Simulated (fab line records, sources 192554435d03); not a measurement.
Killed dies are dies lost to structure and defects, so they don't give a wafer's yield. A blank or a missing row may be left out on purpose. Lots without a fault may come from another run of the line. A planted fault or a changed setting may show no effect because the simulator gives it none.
A struck lot beside a sound one | flow n5_finfet | 15 steps out of a route of 1938
Sound: wafers L792.1, L792.2, L792.3. Struck: wafers L803.1, L803.4. The cause comes at the end.
At each step with rows: each side's tool, then ch and its chambers, then its first start. Under that, the readings that differ: sound wafers | struck wafers | difference of the means | sigmas: that difference in standard deviations of wafers without a fault.
alike: readings whose means differ by less than 2 such deviations, and words and numbers that are the same on both sides. not compared: withheld readings, readings that some wafer has no value for, bounds like >300 that may hide the same value, and numbers for which the record gives no deviation and whose values overlap.
The two part at a step that has a row with sigmas, a row that says differs or no value, or rows on one side only. Numbers that don't overlap but have no deviation are shown without sigmas and don't part them. A reading that every wafer of one side lacks parts them only if that side has two wafers or more.

first, 8 steps without rows for these wafers: N5_BEOL_M9_COAT_59 (time 60 s, resist thk 100 nm); N5_BEOL_M9_COAT_60 (time 60 s, resist thk 30 nm); N5_BEOL_M9_COAT_05 (resist thk 90 nm); N5_BEOL_M9_EBR_07; N5_BEOL_M9_SOFTBAKE_06 (time 60 s); N5_BEOL_M9_EXPOSE_08 (exposes mask M9); N5_BEOL_M9_PEB_09 (peb time 60 s); N5_BEOL_M9_DEVELOP_10 (develop time 30 s).
N5_BEOL_M9_CD_MEAS_11: target cd 64.1 nm.
  sound on cd_sem-03 ch 0, day 10 07:47; struck on cd_sem-03 ch 0, day 12 18:15
  alike: cd_nm
N5_BEOL_M9_OVL_MEAS_12:
  sound on overlay-02 ch 0, day 10 07:49; struck on overlay-02 ch 0, day 12 18:17
  alike: M9_OVL
N5_BEOL_M9_INSPECT_13: inspects for defects (brightfield).
  sound on defect_inspect-02, day 10 07:51; struck on defect_inspect-02, day 12 18:18
  alike: raw_defect_count
N5_BEOL_M9_DESCUM_16: chemistry O2, time 7.9 s.
  sound on rie_diel-06 ch 0,1,2, day 10 07:53; struck on rie_diel-05 ch 1,3, day 12 18:24
  reading                         | sound          | struck    | difference | sigmas
  showerhead_plenum_p_Torr (Torr) | 2.01 2.12 2.01 | 2.17 2.22 | +0.15      | +2
  alike: chamber_pressure_mTorr, drypump_motor_current_A, oes_product_au, rf_vpp_V, throttle_valve_pct
  not compared: rf_hours_counter_h
N5_BEOL_M9_ETCH_61: etches SiARC in CF4, target depth 39 nm, time 65 s.
  sound on rie_diel-06 ch 0,1,2, day 10 07:55; struck on rie_diel-05 ch 1,3, day 12 18:26
  reading                         | sound             | struck      | difference | sigmas
  etch_rf_on_time_s (s)           | 64.8 65.1 67.0    | 124.1 120.4 | +56.6      | +51
  rf_vpp_V (V)                    | 182.6 183.8 182.6 | 185.9 185.0 | +2.4       | +2
  showerhead_plenum_p_Torr (Torr) | 2.06 2.18 2.06    | 2.22 2.27   | +0.15      | +2
  alike: chamber_pressure_mTorr, drypump_motor_current_A, oes_product_au, throttle_valve_pct
  not compared: rf_hours_counter_h
N5_BEOL_M9_ETCH_62: etches SOC in N2/H2, target depth 110 nm, overetch 22 nm, time 165 s.
  sound on rie_diel-06 ch 0,1,2, day 10 07:58; struck on rie_diel-05 ch 1,3, day 12 18:29
  reading                         | sound          | struck    | difference | sigmas
  showerhead_plenum_p_Torr (Torr) | 2.42 2.58 2.45 | 2.63 2.70 | +0.18      | +2
  alike: chamber_pressure_mTorr, drypump_motor_current_A, oes_product_au, rf_vpp_V, throttle_valve_pct
  not compared: rf_hours_counter_h
then, 1 step without rows for these wafers: N5_PASSIVATION_PROBE_49.

WHERE THEY PART
First at N5_BEOL_M9_DESCUM_16; last, within this record, at N5_BEOL_M9_ETCH_62.

WHY: what the simulator had put in
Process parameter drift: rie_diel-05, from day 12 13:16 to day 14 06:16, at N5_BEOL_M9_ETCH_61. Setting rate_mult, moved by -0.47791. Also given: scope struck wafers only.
